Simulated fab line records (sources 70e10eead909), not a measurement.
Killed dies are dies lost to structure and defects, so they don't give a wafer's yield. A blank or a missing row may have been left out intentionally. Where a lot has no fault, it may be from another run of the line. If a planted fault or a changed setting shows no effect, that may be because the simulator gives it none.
fab line records + flow nand_harc
record:
- lots: 6
- wafers: 18
- last_day: 33
route steps=1302 shown A_DECK1_JOINT@537 A_ONON_D2@545 END@1302
lots that met no fault: from a run of the same line without faults
start_h: start of the lot's first displayed wafer, in hours after the record's first day + wait_h: time in hours since the lot's previous step + " the same as in the row above + L1.1+2: a row that stands for several wafers + - either no value or no given start + * or withheld: withheld + < > ~ a bound
route shown NAME@n: a module of which the file shows steps, and the number in the route of the first + usual: mean/standard deviation taken from wafers without a fault + same: alike in all rows + chamber/n: place in a boat + sites: readings site by site + _std_site: standard deviation across them + _edge_site: mean of outer sites minus mean of inner sites + radius_mm: for every site, how far away it sits from the centre of the wafer + mask NAME#n: copy n + behind: the tool/chamber that last shaped the wafer + hold: cause of the lot's hold/its duration in hours/its outcome + device: the n, p or np transistor that did not switch + end of line: the tests these same wafers got at the end of their route + a step with no rows: only its recipe + killed: dies that structure and defects cost at the first sort, which is not the same as the wafer's yield + map: a wafer's dies, marking killed ones x, the rest . and places with no die _
set.NAME: the setting the step ran with; set.NAME@STEP: the setting that earlier step ran with + model.NAME: the simulator's own value behind a step, which no gauge read
lots at some steps of the route; a table a step, a row a wafer
services: the hour from which a tool's chamber was out of use, counted from the record's first day as start_h (under 0 if before that day), plus the number of hours and why
== steps ==
step: NHARC_A_DECK1_JOINT_ANNEAL_28
recipe:
- temp_c: 500
- time_s: 1800
- idle_temp_c: 400
- ramp_up_c_per_min: 10
- densification_p_h2o_torr: 640
step: NHARC_A_DECK1_JOINT_ANNEAL_29
recipe:
- temp_c: 750
- time_s: 1800
- idle_temp_c: 500
- ramp_up_c_per_min: 10
- ramp_down_c_per_min: 3
step: NHARC_A_DECK1_JOINT_CMP_02
recipe:
- material: SiOx
usual:
- motor_current_A: 12.4/1
| lot.wafer | tool   | chamber | start_h | wait_h | motor_current_A |
|-----------|--------|---------|---------|--------|-----------------|
| L481.1    | cmp-04 | 1       | 302.04  | 0.4    | 11.8            |
| L481.3    | "      | 3       | "       | "      | 11.6            |
| L481.5    | "      | 1       | "       | "      | 11.5            |
| L483.3    | cmp-02 | 0       | 302.06  | 0.4    | 13.2            |
| L483.2    | "      | 1       | "       | "      | 11.8            |
| L483.6    | "      | 3       | "       | "      | 11.1            |
| L498.1    | cmp-04 | 0       | 455.30  | 0.4    | 10.5            |
| L498.6    | "      | 2       | "       | "      | 13.6            |
| L498.5    | "      | 3       | "       | "      | 12.0            |
| L499.1    | cmp-02 | 1       | 475.30  | 0.4    | 12.2            |
| L499.2    | "      | 3       | "       | "      | 10.9            |
| L499.4    | "      | 0       | "       | "      | 12.9            |
| L501.2    | cmp-02 | 0       | 487.45  | 0.4    | 13.4            |
| L501.1    | "      | 1       | "       | "      | 12.0            |
| L501.3    | "      | 3       | "       | "      | 10.6            |
| L502.2    | cmp-02 | 0       | 508.31  | 0.4    | 14.1            |
| L502.3    | "      | 1       | "       | "      | 12.6            |
| L502.5    | "      | 1       | "       | "      | 11.3            |
step: NHARC_A_DECK1_JOINT_SRD_15
step: NHARC_A_DECK1_JOINT_DEP_16
recipe:
- target_thk_a: 450
- temp_c: 400
- pressure_torr: 6.5
- rf_w: 900
- teos_flow_sccm: 161.4
- flow_sccm: 2650
- target_thk_nm: 45
- gas: O2
- material: SiO2
usual:
- chamber_pressure_Torr: 6.500/0.015
- flow_sccm: 2649/7.6
- heater_power_w: 531/93
- mfc_precursor_sccm: 161.4/0.45
- rf_fwd_power_W: 896/3.1
- throttle_valve_pct: 15.9/0.86
| lot.wafer | tool     | chamber | start_h | wait_h | chamber_pressure_Torr | flow_sccm | heater_power_w | mfc_precursor_sccm | rf_fwd_power_W | throttle_valve_pct |
|-----------|----------|---------|---------|--------|-----------------------|-----------|----------------|--------------------|----------------|--------------------|
| L483.3    | pecvd-04 | 2       | 302.40  | 0.1    | 6.490                 | 2651      | 730            | 161.5              | 896            | 16.9               |
| L483.2    | "        | 0       | "       | "      | 6.515                 | 2646      | 555            | 161.8              | 895            | 15.7               |
| L483.6    | "        | 1       | "       | "      | 6.502                 | 2653      | 624            | 161.4              | 899            | 15.0               |
| L481.1    | pecvd-01 | 0       | 302.41  | 0.1    | 6.485                 | 2652      | 491            | 162.0              | 895            | 16.3               |
| L481.3    | "        | 2       | "       | "      | 6.492                 | 2644      | 532            | 162.0              | 898            | 14.1               |
| L481.5    | "        | 2       | "       | "      | 6.485                 | 2637      | 542            | 161.7              | 891            | 14.6               |
| L498.1    | pecvd-01 | 0       | 455.64  | 0.1    | 6.493                 | 2637      | 399            | 161.4              | 894            | 16.3               |
| L498.5    | "        | 0       | "       | "      | 6.482                 | 2651      | 397            | 161.5              | 894            | 16.5               |
| L498.6    | "        | 2       | "       | "      | 6.526                 | 2649      | 532            | 162.3              | 890            | 15.0               |
| L499.2    | pecvd-01 | 0       | 475.72  | 0.1    | 6.507                 | 2642      | 376            | 161.6              | 895            | 16.5               |
| L499.1    | "        | 1       | "       | "      | 6.510                 | 2644      | 454            | 161.3              | 895            | 16.9               |
| L499.4    | "        | 2       | "       | "      | 6.455                 | 2651      | 501            | 161.5              | 892            | 14.7               |
| L501.1    | pecvd-03 | 0       | 487.84  | 0.1    | 6.489                 | 2660      | 619            | 161.0              | 891            | 15.4               |
| L501.2    | "        | 1       | "       | "      | 6.503                 | 2648      | 577            | 161.7              | 894            | 16.6               |
| L501.3    | "        | 2       | "       | "      | 6.527                 | 2649      | 679            | 162.0              | 899            | 16.0               |
| L502.2    | pecvd-01 | 1       | 508.70  | 0.1    | 6.525                 | 2646      | 517            | 161.3              | 899            | 16.3               |
| L502.3    | "        | 0       | "       | "      | 6.494                 | 2638      | 395            | 160.9              | 897            | 16.1               |
| L502.5    | "        | 1       | "       | "      | 6.515                 | 2649      | 518            | 161.6              | 897            | 16.5               |
step: NHARC_A_DECK1_JOINT_THK_MEAS_17
recipe:
- thk_meas_gauge: ellipsometry
usual:
- thk_nm: 44.9/1.3
| lot.wafer | tool          | chamber | start_h | wait_h | thk_nm |
|-----------|---------------|---------|---------|--------|--------|
| L483.2    | film_metro-01 | -       | 302.68  | 0.2    | 43.3   |
| L483.3    | "             | -       | "       | "      | 46.4   |
| L483.6    | "             | -       | "       | "      | 47.0   |
| L481.1    | film_metro-02 | -       | 302.69  | 0.3    | 42.0   |
| L481.3    | "             | -       | "       | "      | 43.1   |
| L481.5    | "             | -       | "       | "      | 46.2   |
| L498.1    | film_metro-01 | -       | 455.92  | 0.2    | 44.0   |
| L498.5    | "             | -       | "       | "      | 46.6   |
| L498.6    | "             | -       | "       | "      | 45.5   |
| L499.1    | film_metro-01 | -       | 475.97  | 0.2    | 43.7   |
| L499.2    | "             | -       | "       | "      | 46.3   |
| L499.4    | "             | -       | "       | "      | 45.6   |
| L501.1    | film_metro-01 | -       | 488.12  | 0.3    | 43.7   |
| L501.2    | "             | -       | "       | "      | 42.0   |
| L501.3    | "             | -       | "       | "      | 44.0   |
| L502.2    | film_metro-02 | -       | 508.98  | 0.3    | 44.7   |
| L502.3    | "             | -       | "       | "      | 45.7   |
| L502.5    | "             | -       | "       | "      | 45.3   |
step: NHARC_A_DECK1_JOINT_INSPECT_05
usual:
- raw_defect_count: 340/140
| lot.wafer | tool              | chamber | start_h | wait_h | raw_defect_count |
|-----------|-------------------|---------|---------|--------|------------------|
| L483.2    | defect_inspect-01 | -       | 302.72  | 0.0    | 260              |
| L483.3    | "                 | -       | "       | "      | 450              |
| L483.6    | "                 | -       | "       | "      | 495              |
| L481.1    | defect_inspect-02 | -       | 302.73  | 0.0    | 180              |
| L481.3    | "                 | -       | "       | "      | 344              |
| L481.5    | "                 | -       | "       | "      | 131              |
| L498.1    | defect_inspect-02 | -       | 455.95  | 0.0    | 419              |
| L498.5    | "                 | -       | "       | "      | 241              |
| L498.6    | "                 | -       | "       | "      | 444              |
| L499.1    | defect_inspect-01 | -       | 476.02  | 0.1    | 483              |
| L499.2    | "                 | -       | "       | "      | 214              |
| L499.4    | "                 | -       | "       | "      | 446              |
| L501.1    | defect_inspect-01 | -       | 488.15  | 0.0    | 257              |
| L501.2    | "                 | -       | "       | "      | 216              |
| L501.3    | "                 | -       | "       | "      | 246              |
| L502.2    | defect_inspect-01 | -       | 509.01  | 0.0    | 227              |
| L502.3    | "                 | -       | "       | "      | 245              |
| L502.5    | "                 | -       | "       | "      | 216              |
step: NHARC_A_ONON_D2_DEP_00
recipe:
- target_thk_a: 10000
- n2_flow_sccm: 2750
- n2o_flow_sccm: 2000
- nh3_flow_sccm: 500
- sih4_flow_sccm: 210
- temp_c: 400
step: NHARC_A_ONON_D2_THK_MEAS_02
recipe:
- thk_meas_gauge: ellipsometry
usual:
- thk_nm: 997/7.8
| lot.wafer | tool          | chamber | start_h | wait_h | thk_nm |
|-----------|---------------|---------|---------|--------|--------|
| L481.1    | film_metro-01 | -       | 303.29  | -      | 988    |
| L481.3    | "             | -       | "       | "      | 988    |
| L481.5    | "             | -       | "       | "      | 987    |
| L483.2    | film_metro-02 | -       | 303.30  | -      | 1000   |
| L483.3    | "             | -       | "       | "      | 1003   |
| L483.6    | "             | -       | "       | "      | 1001   |
| L498.1    | film_metro-02 | -       | 456.53  | -      | 1005   |
| L498.5    | "             | -       | "       | "      | 1007   |
| L498.6    | "             | -       | "       | "      | 1005   |
| L499.1    | film_metro-02 | -       | 476.60  | -      | 988    |
| L499.2    | "             | -       | "       | "      | 988    |
| L499.4    | "             | -       | "       | "      | 990    |
| L501.1    | film_metro-02 | -       | 488.73  | -      | 988    |
| L501.2    | "             | -       | "       | "      | 987    |
| L501.3    | "             | -       | "       | "      | 989    |
| L502.2    | film_metro-01 | -       | 509.59  | -      | 1003   |
| L502.3    | "             | -       | "       | "      | 1002   |
| L502.5    | "             | -       | "       | "      | 1003   |
step: NHARC_A_ONON_D2_DEP_03
recipe:
- target_thk_a: 10000
- n2_flow_sccm: 2750
- n2o_flow_sccm: 2000
- nh3_flow_sccm: 500
- sih4_flow_sccm: 210
- temp_c: 400
step: NHARC_A_ONON_D2_THK_MEAS_05
recipe:
- thk_meas_gauge: ellipsometry
usual:
- thk_nm: 1001/10
| lot.wafer | tool          | chamber | start_h | wait_h | thk_nm |
|-----------|---------------|---------|---------|--------|--------|
| L481.1    | film_metro-01 | -       | 303.86  | -      | 990    |
| L481.3    | "             | -       | "       | "      | 991    |
| L481.5    | "             | -       | "       | "      | 992    |
| L483.2    | film_metro-02 | -       | 303.87  | -      | 992    |
| L483.3    | "             | -       | "       | "      | 993    |
| L483.6    | "             | -       | "       | "      | 992    |
| L498.1    | film_metro-01 | -       | 457.09  | -      | 1001   |
| L498.5    | "             | -       | "       | "      | 1001   |
| L498.6    | "             | -       | "       | "      | 1000   |
| L499.1    | film_metro-02 | -       | 477.17  | -      | 1003   |
| L499.2    | "             | -       | "       | "      | 1003   |
| L499.4    | "             | -       | "       | "      | 1003   |
| L501.1    | film_metro-02 | -       | 489.30  | -      | 1014   |
| L501.2    | "             | -       | "       | "      | 1014   |
| L501.3    | "             | -       | "       | "      | 1015   |
| L502.2    | film_metro-02 | -       | 510.16  | -      | 990    |
| L502.3    | "             | -       | "       | "      | 991    |
| L502.5    | "             | -       | "       | "      | 988    |
step: NHARC_A_ONON_D2_DEP_06
recipe:
- target_thk_a: 10000
- n2_flow_sccm: 2750
- n2o_flow_sccm: 2000
- nh3_flow_sccm: 500
- sih4_flow_sccm: 210
- temp_c: 400
usual:
- n2_flow_sccm: 2750/7.5
- n2o_flow_sccm: 1999/5.6
| lot.wafer | tool          | chamber | start_h | wait_h | n2_flow_sccm | n2o_flow_sccm |
|-----------|---------------|---------|---------|--------|--------------|---------------|
| L481.1    | pecvd_onon-03 | 0       | 303.91  | 0.1    | 2764         | 2009          |
| L481.3    | "             | 0       | "       | "      | 2755         | 2004          |
| L481.5    | "             | 0       | "       | "      | 2750         | 2000          |
| L483.2    | pecvd_onon-04 | 0       | 303.98  | 0.1    | 2753         | 2006          |
| L483.3    | "             | 0       | "       | "      | 2758         | 2000          |
| L483.6    | "             | 0       | "       | "      | 2761         | 2001          |
| L498.1    | pecvd_onon-04 | -       | 457.15  | 0.1    | -            | -             |
| L498.5    | "             | -       | "       | "      | -            | -             |
| L498.6    | "             | -       | "       | "      | -            | -             |
| L499.1    | pecvd_onon-03 | -       | 477.23  | 0.1    | -            | -             |
| L499.2    | "             | -       | "       | "      | -            | -             |
| L499.4    | "             | -       | "       | "      | -            | -             |
| L501.1    | pecvd_onon-03 | 0       | 489.36  | 0.1    | 2752         | 1999          |
| L501.2    | "             | 0       | "       | "      | 2744         | 2007          |
| L501.3    | "             | 0       | "       | "      | 2753         | 2001          |
| L502.2    | pecvd_onon-04 | 0       | 510.28  | 0.1    | 2756         | 1999          |
| L502.3    | "             | 0       | "       | "      | 2754         | 1996          |
| L502.5    | "             | 0       | "       | "      | 2754         | 1995          |
step: NHARC_END_SORT_01
recipe:
- temp_c: 25
usual:
- killed_at_array: 54/16
- killed_at_other: 0.6/0.86
- killed_at_periphery: 3.8/2.6
- killed_dies: 58/16
- killed_open: 3.3/1.8
- killed_short: 2.7/1.7
same:
- gross_dies: 677
| lot.wafer | tool      | chamber | start_h | wait_h | killed_at_array | killed_at_other | killed_at_periphery | killed_dies | killed_open | killed_short |
|-----------|-----------|---------|---------|--------|-----------------|-----------------|---------------------|-------------|-------------|--------------|
| L498.1    | prober-01 | 0       | 741.12  | 2.5    | 672             | 0               | 5                   | 677         | 5           | 0            |
| L498.5    | prober-01 | 0       | 744.35  | 3.7    | 672             | 1               | 4                   | 677         | 1           | 4            |
| L498.6    | prober-01 | 0       | 745.16  | 4.0    | 674             | 0               | 3                   | 677         | 1           | 2            |
| L499.1    | prober-02 | 0       | 773.20  | 2.5    | 675             | 0               | 2                   | 677         | 1           | 3            |
| L499.2    | prober-02 | 0       | 774.01  | 2.8    | 667             | 2               | 8                   | 677         | 3           | 3            |
| L499.4    | prober-02 | 0       | 775.62  | 3.4    | 671             | 0               | 6                   | 677         | 5           | 2            |
killed by level:class
L498.1 A_ONON_D2:area_dep=611 A_SLIT:chamber_film_flake=19 A_CHANNEL_HOLE_D2:chamber_film_flake=17 A_CONTACT:chamber_film_flake=9 A_CHANNEL_HOLE_D1:chamber_film_flake=6 P_CONTACT:chamber_film_flake=4 A_CHANNEL_FILL_D2:geometric_particle:open=2 A_STAIRCASE:chamber_film_flake=2
L498.5 A_ONON_D2:area_dep=615 A_SLIT:chamber_film_flake=22 A_CHANNEL_HOLE_D2:chamber_film_flake=13 A_CONTACT:chamber_film_flake=11 A_CHANNEL_HOLE_D1:chamber_film_flake=4 P_CONTACT:chamber_film_flake=3 A_WL_FILL:chamber_film_flake=2 P_M1:geometric_particle:open=1
L498.6 A_ONON_D2:area_dep=617 A_SLIT:chamber_film_flake=22 A_CHANNEL_HOLE_D1:chamber_film_flake=9 A_CHANNEL_HOLE_D2:chamber_film_flake=8 A_CONTACT:chamber_film_flake=8 A_WL_FILL:chamber_film_flake=3 P_CONTACT:chamber_film_flake=2 A_ONON_D2:geometric_particle:short=1
L499.1 A_ONON_D2:area_dep=620 A_CHANNEL_HOLE_D2:chamber_film_flake=19 A_SLIT:chamber_film_flake=16 A_CONTACT:chamber_film_flake=7 A_CHANNEL_HOLE_D1:chamber_film_flake=6 A_STAIRCASE:chamber_film_flake=3 P_M0:geometric_particle:short=1 A_SOURCE_PLATE:geometric_particle:short=1
L499.2 A_ONON_D2:area_dep=608 A_SLIT:chamber_film_flake=20 A_CHANNEL_HOLE_D2:chamber_film_flake=13 A_CONTACT:chamber_film_flake=12 A_CHANNEL_HOLE_D1:chamber_film_flake=6 P_GATE:chamber_film_flake=3 A_STAIRCASE:chamber_film_flake=3 A_CHANNEL_FILL_D2:chamber_film_flake=2
L499.4 A_ONON_D2:area_dep=613 A_CHANNEL_HOLE_D2:chamber_film_flake=22 A_SLIT:chamber_film_flake=16 A_CONTACT:chamber_film_flake=7 A_CHANNEL_HOLE_D1:chamber_film_flake=4 A_ONON_D2:geometric_particle:short=2 P_STI:chamber_film_flake=2 P_GATE:chamber_film_flake=2
map L498.1 (x killed, . not)
____________x____________
_________xxxxxxx_________
_______xxxxxxxxxxx_______
______xxxxxxxxxxxxx______
_____xxxxxxxxxxxxxxx_____
____xxxxxxxxxxxxxxxxx____
____xxxxxxxxxxxxxxxxx____
___xxxxxxxxxxxxxxxxxxx___
___xxxxxxxxxxxxxxxxxxx___
__xxxxxxxxxxxxxxxxxxxxx__
__xxxxxxxxxxxxxxxxxxxxx__
_xxxxxxxxxxxxxxxxxxxxxxx_
_xxxxxxxxxxxxxxxxxxxxxxx_
_xxxxxxxxxxxxxxxxxxxxxxx_
_xxxxxxxxxxxxxxxxxxxxxxx_
_xxxxxxxxxxxxxxxxxxxxxxx_
xxxxxxxxxxxxxxxxxxxxxxxxx
xxxxxxxxxxxxxxxxxxxxxxxxx
xxxxxxxxxxxxxxxxxxxxxxxxx
xxxxxxxxxxxxxxxxxxxxxxxxx
xxxxxxxxxxxxxxxxxxxxxxxxx
_xxxxxxxxxxxxxxxxxxxxxxx_
_xxxxxxxxxxxxxxxxxxxxxxx_
_xxxxxxxxxxxxxxxxxxxxxxx_
_xxxxxxxxxxxxxxxxxxxxxxx_
_xxxxxxxxxxxxxxxxxxxxxxx_
__xxxxxxxxxxxxxxxxxxxxx__
__xxxxxxxxxxxxxxxxxxxxx__
___xxxxxxxxxxxxxxxxxxx___
___xxxxxxxxxxxxxxxxxxx___
____xxxxxxxxxxxxxxxxx____
____xxxxxxxxxxxxxxxxx____
_____xxxxxxxxxxxxxxx_____
______xxxxxxxxxxxxx______
_______xxxxxxxxxxx_______
_________xxxxxxx_________
____________x____________
map L499.1 (x killed, . not)
____________x____________
_________xxxxxxx_________
_______xxxxxxxxxxx_______
______xxxxxxxxxxxxx______
_____xxxxxxxxxxxxxxx_____
____xxxxxxxxxxxxxxxxx____
____xxxxxxxxxxxxxxxxx____
___xxxxxxxxxxxxxxxxxxx___
___xxxxxxxxxxxxxxxxxxx___
__xxxxxxxxxxxxxxxxxxxxx__
__xxxxxxxxxxxxxxxxxxxxx__
_xxxxxxxxxxxxxxxxxxxxxxx_
_xxxxxxxxxxxxxxxxxxxxxxx_
_xxxxxxxxxxxxxxxxxxxxxxx_
_xxxxxxxxxxxxxxxxxxxxxxx_
_xxxxxxxxxxxxxxxxxxxxxxx_
xxxxxxxxxxxxxxxxxxxxxxxxx
xxxxxxxxxxxxxxxxxxxxxxxxx
xxxxxxxxxxxxxxxxxxxxxxxxx
xxxxxxxxxxxxxxxxxxxxxxxxx
xxxxxxxxxxxxxxxxxxxxxxxxx
_xxxxxxxxxxxxxxxxxxxxxxx_
_xxxxxxxxxxxxxxxxxxxxxxx_
_xxxxxxxxxxxxxxxxxxxxxxx_
_xxxxxxxxxxxxxxxxxxxxxxx_
_xxxxxxxxxxxxxxxxxxxxxxx_
__xxxxxxxxxxxxxxxxxxxxx__
__xxxxxxxxxxxxxxxxxxxxx__
___xxxxxxxxxxxxxxxxxxx___
___xxxxxxxxxxxxxxxxxxx___
____xxxxxxxxxxxxxxxxx____
____xxxxxxxxxxxxxxxxx____
_____xxxxxxxxxxxxxxx_____
______xxxxxxxxxxxxx______
_______xxxxxxxxxxx_______
_________xxxxxxx_________
____________x____________
== services ==
| tool          | chamber | start_h | hours | kind                           |
|---------------|---------|---------|-------|--------------------------------|
| cmp-04        | -       | 307.00  | 4.0   | pm                             |
| pecvd_onon-04 | -       | 311.08  | 13.0  | pm                             |
| pecvd-01      | -       | 311.32  | 13.0  | pm                             |
| pecvd-01      | 0       | 311.32  | 17.7  | vent_cycle                     |
| pecvd-01      | 1       | 311.32  | 13.0  | vent_cycle                     |
| pecvd-01      | 2       | 311.32  | 13.0  | vent_cycle                     |
| pecvd-01      | 1       | 324.32  | -     | clean                          |
| pecvd-01      | 2       | 324.32  | -     | clean                          |
| cmp-02        | -       | 330.60  | 4.0   | pm                             |
| cmp-02        | -       | 334.60  | -     | consumable_replace:conditioner |
| cmp-02        | -       | 334.60  | -     | consumable_replace:pad         |
| pecvd-03      | -       | 366.40  | 13.0  | pm                             |
| cmp-04        | -       | 389.52  | 2.0   | repair                         |
| cmp-04        | -       | 405.00  | 4.0   | pm                             |
| cmp-02        | -       | 407.28  | 11.3  | repair                         |
| pecvd_onon-03 | -       | 408.20  | 13.0  | pm                             |
| cmp-02        | -       | 428.60  | 4.0   | pm                             |
| cmp-02        | -       | 432.60  | -     | consumable_replace:conditioner |
| cmp-02        | -       | 432.60  | -     | consumable_replace:pad         |
| pecvd-04      | -       | 450.00  | 13.0  | pm                             |
| pecvd_onon-04 | -       | 492.08  | 13.0  | pm                             |
| pecvd-01      | -       | 492.32  | 13.0  | pm                             |
| pecvd-04      | 0       | 495.91  | 13.2  | repair                         |
| cmp-04        | -       | 503.00  | 4.0   | pm                             |
== key ==
first_sign:
- step: NHARC_A_ONON_D2_DEP_06
- reading: tool_record
- direction: missing
effect:
- step: NHARC_END_SORT_01
- reading: killed_at_array
- direction: up
- sigmas: 39
- usual: 54
- struck: 672
more_kills_born_at:
- NHARC_A_ONON_D2_DEP_06@pecvd_onon-04: 1843
- NHARC_A_ONON_D2_DEP_06@pecvd_onon-03: 1841
met_at NHARC_A_ONON_D2_DEP_06
struck_wafers L498.1,L498.5,L498.6,L499.1,L499.2,L499.4
later_rows_left_out L498.1,L498.5,L498.6,L499.1,L499.2,L499.4
tester_left_out L498,L499
onset_between 303.98 457.15
fault:
- kind: skipped_step_whole
- tool: pecvd_onon-03,pecvd_onon-04
- chamber: -
- onset_h: 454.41
- steps: NHARC_A_ONON_D2_DEP_06
- scope: struck_lots_only
tester_left_out: of these lots the tester's yield and bins aren't shown, on N5 and GAA mostly nor the transistor test; their killed dies are dies lost to structure and defects alone, not to doping, threshold or leakage, so they don't give the yield
later_rows_left_out: the simulator's readings of these wafers behind a module that went badly wrong aren't trusted and aren't shown, but for the sort
